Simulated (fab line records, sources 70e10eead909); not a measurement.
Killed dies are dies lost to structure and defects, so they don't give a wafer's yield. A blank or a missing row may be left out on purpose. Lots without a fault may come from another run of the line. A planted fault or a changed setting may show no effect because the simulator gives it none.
Which tool did it? | flow nand_harc | 24 lots, 72 wafers sampled, at 2 steps of a route of 1302

WHAT THE GAUGES READ, wafer by wafer
NHARC_A_ONON_D1_THK_MEAS_34: measures by ellipsometry.
lot  | measured     | on            | thk_nm (nm)
L074 | day 7 22:52  | film_metro-02 | 202 197 205
L075 | day 8 22:56  | film_metro-02 | 196 203 200
L076 | day 9 08:33  | film_metro-02 | 197 203 208
L078 | day 10 07:37 | film_metro-01 | 196 204 205
L077 | day 10 07:38 | film_metro-02 | 196 194 201
L080 | day 10 12:27 | film_metro-01 | 196 204 200
L079 | day 10 12:30 | film_metro-01 | 194 200 197
L081 | day 11 06:43 | film_metro-01 | 196 196 202
L082 | day 11 14:29 | film_metro-02 | 197 199 197
L083 | day 12 05:00 | film_metro-02 | 198 195 205
L084 | day 12 15:43 | film_metro-02 | 201 195 206
L086 | day 12 23:33 | film_metro-01 | 196 197 197
L085 | day 12 23:34 | film_metro-01 | 204 201 203
L087 | day 13 15:48 | film_metro-02 | 194 201 207
L089 | day 14 16:13 | film_metro-02 | 200 203 200
L088 | day 14 16:14 | film_metro-01 | 203 206 209
L090 | day 15 12:35 | film_metro-01 | 197 208 206
L091 | day 15 18:43 | film_metro-01 | 202 200 203
L092 | day 15 18:44 | film_metro-02 | 202 206 201
L094 | day 16 10:26 | film_metro-02 | 196 202 198
L093 | day 16 10:35 | film_metro-01 | 199 197 202
L095 | day 16 19:06 | film_metro-01 | 194 200 204
L096 | day 17 06:07 | film_metro-01 | 200 205 203
L097 | day 18 04:02 | film_metro-02 | 197 204 202

NHARC_A_CHANNEL_HOLE_D1_INSPECT_12.
lot  | measured     | on                | raw_defect_count
L074 | day 8 01:53  | defect_inspect-02 | 6 9 4
L075 | day 9 06:59  | defect_inspect-01 | 6 7 8
L076 | day 9 14:03  | defect_inspect-02 | 0 3 8
L078 | day 10 10:31 | defect_inspect-01 | 9 8 1
L077 | day 10 11:29 | defect_inspect-02 | 4 7 9
L080 | day 10 16:11 | defect_inspect-01 | 7 4 3
L079 | day 10 16:47 | defect_inspect-01 | 7 5 10
L081 | day 11 13:04 | defect_inspect-01 | 7 7 5
L082 | day 11 20:09 | defect_inspect-02 | 4 7 3
L083 | day 12 07:47 | defect_inspect-02 | 8 2 11
L084 | day 12 21:01 | defect_inspect-01 | 11 5 1
L086 | day 13 03:55 | defect_inspect-02 | 4 2 6
L085 | day 13 03:11 | defect_inspect-01 | 7 5 13
L087 | day 13 18:55 | defect_inspect-02 | 4 4 5
L089 | day 14 23:38 | defect_inspect-01 | 5 9 6
L088 | day 15 00:52 | defect_inspect-02 | 12 3 4
L090 | day 15 15:20 | defect_inspect-02 | 4 8 1
L091 | day 15 22:31 | defect_inspect-02 | 4 1 2
L092 | day 15 23:12 | defect_inspect-02 | 11 4 7
L094 | day 16 14:26 | defect_inspect-02 | 5 3 6
L093 | day 16 16:19 | defect_inspect-02 | 10 6 5
L095 | day 17 00:23 | defect_inspect-02 | 4 1 9
L096 | day 17 09:01 | defect_inspect-02 | 4 1 4
L097 | day 18 07:24 | defect_inspect-01 | 4 7 9

WHICH TOOL RAN EACH LOT (tool, then ch and the chambers of the sampled wafers, then the start)
The record holds no process step before these readings.

WHAT THE TOOLS THEMSELVES READ (means of the sampled wafers that have a number; where no wafer has one, the mark that the record gives instead)
The record holds no such reading with a usual standard deviation.

THE ANSWER, worked out from the rows above alone
Rule: what is usual is taken from the lots themselves. Put in order of their means at a reading, lots are off if they are a third of the lots or fewer, leave a main group of 4 or more, and stand apart from it by a gap of 3 or more times the standard deviation of the main group's means; of several such gaps the widest counts. A main group whose means are all the same, to the digits that the tables above print for the reading, isn't used. A lot without any number at a reading at which 4 lots or more have one is off too. The other lots that the step has rows for count as sound. The gauges are gone through in route order, then the tools' own readings, and for those a lot's mean is taken as printed above. The first step at which some lot is off is used, and at that step the reading that is off furthest; a lot without a number counts as furthest.
No lot is off at any reading shown: from this, nothing can be told.

WHAT THE SIMULATOR HAD PUT IN
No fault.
